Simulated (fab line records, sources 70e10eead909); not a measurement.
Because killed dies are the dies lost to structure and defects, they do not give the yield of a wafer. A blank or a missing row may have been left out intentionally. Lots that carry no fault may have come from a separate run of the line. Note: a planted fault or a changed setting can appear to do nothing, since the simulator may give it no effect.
One fault seen from 2 desks + flow nand_harc + only its own numbers are on each desk; what lay behind them is given at the end

## TOOL OWNER'S DESK, rie_diel-13
The tool's own readings at NHARC_A_BONDPAD_STRIP_15 (strips in O2): means of the sampled wafers that have a number, for each lot that ran on this tool. If a lot's mean is further than 4 standard deviations from the usual mean, the lot is out of limits and carries the mark OUT (the distance appears in the brackets).
Columns: A = chamber_pressure_mTorr at NHARC_A_BONDPAD_STRIP_15, usual 60.00 mTorr; B = drypump_motor_current_A at NHARC_A_BONDPAD_STRIP_15, usual 5.7 A; C = o2_flow_sccm at NHARC_A_BONDPAD_STRIP_15, usual 500.1 sccm; D = oes_product_au at NHARC_A_BONDPAD_STRIP_15, usual 0.999 a.u.; E = rf_vpp_V at NHARC_A_BONDPAD_STRIP_15, usual 57.5 V; F = showerhead_plenum_p_Torr at NHARC_A_BONDPAD_STRIP_15, usual 3.42 Torr; G = throttle_valve_pct at NHARC_A_BONDPAD_STRIP_15, usual 17.036 %
| lot  | first seen here | A     | B   | C     | D     | E    | F    | G      |
|------|-----------------|-------|-----|-------|-------|------|------|--------|
| L399 | day 23 17:56    | 60.03 | 5.9 | 500.4 | 1.002 | 58.4 | 3.34 | 17.029 |
| L401 | day 24 05:42    | 59.97 | 5.6 | 500.6 | 1.014 | 56.8 | 3.43 | 17.032 |
| L409 | day 27 18:59    | 59.98 | 5.6 | 500.2 | 1.000 | 56.5 | 3.37 | 17.040 |
| L418 | day 31 18:34    | 60.00 | 5.9 | 499.8 | 1.014 | 57.8 | 3.36 | 17.039 |
| L421 | day 32 15:21    | 59.98 | 5.5 | 500.1 | 1.007 | 57.7 | 3.38 | 17.038 |
Result from this desk: across the 5 lots, nothing is out of limits.

## AT THE METROLOGY DESK
Means of the sampled wafers that have a number, per lot and without regard to the tool the lot ran on: this is what the gauges read. If a lot's mean is further than 4 standard deviations from the usual mean, the lot is out of limits and carries the mark OUT (the distance appears in the brackets).
Columns: A = thk_nm at NHARC_A_M1_THK_MEAS_24, usual 154.4 nm
| lot  | first seen here | A     |
|------|-----------------|-------|
| L399 | day 23 15:13    | 154.8 |
| L401 | day 24 02:59    | 156.1 |
| L402 | day 24 08:43    | 152.9 |
| L404 | day 25 09:28    | 154.6 |
| L403 | day 25 10:23    | 154.9 |
| L409 | day 27 16:15    | 155.4 |
| L412 | day 29 12:49    | 155.2 |
| L414 | day 30 02:29    | 155.6 |
| L416 | day 30 17:15    | 152.8 |
| L419 | day 31 15:44    | 154.4 |
| L418 | day 31 15:53    | 154.7 |
| L421 | day 32 12:40    | 153.6 |
Result from this desk: across the 12 lots, nothing is out of limits.

## TAKEN TOGETHER
The tool owner's desk saw nothing out of limits.
The metrology desk saw nothing out of limits.

## WHAT HAD BEEN PUT IN BY THE SIMULATOR
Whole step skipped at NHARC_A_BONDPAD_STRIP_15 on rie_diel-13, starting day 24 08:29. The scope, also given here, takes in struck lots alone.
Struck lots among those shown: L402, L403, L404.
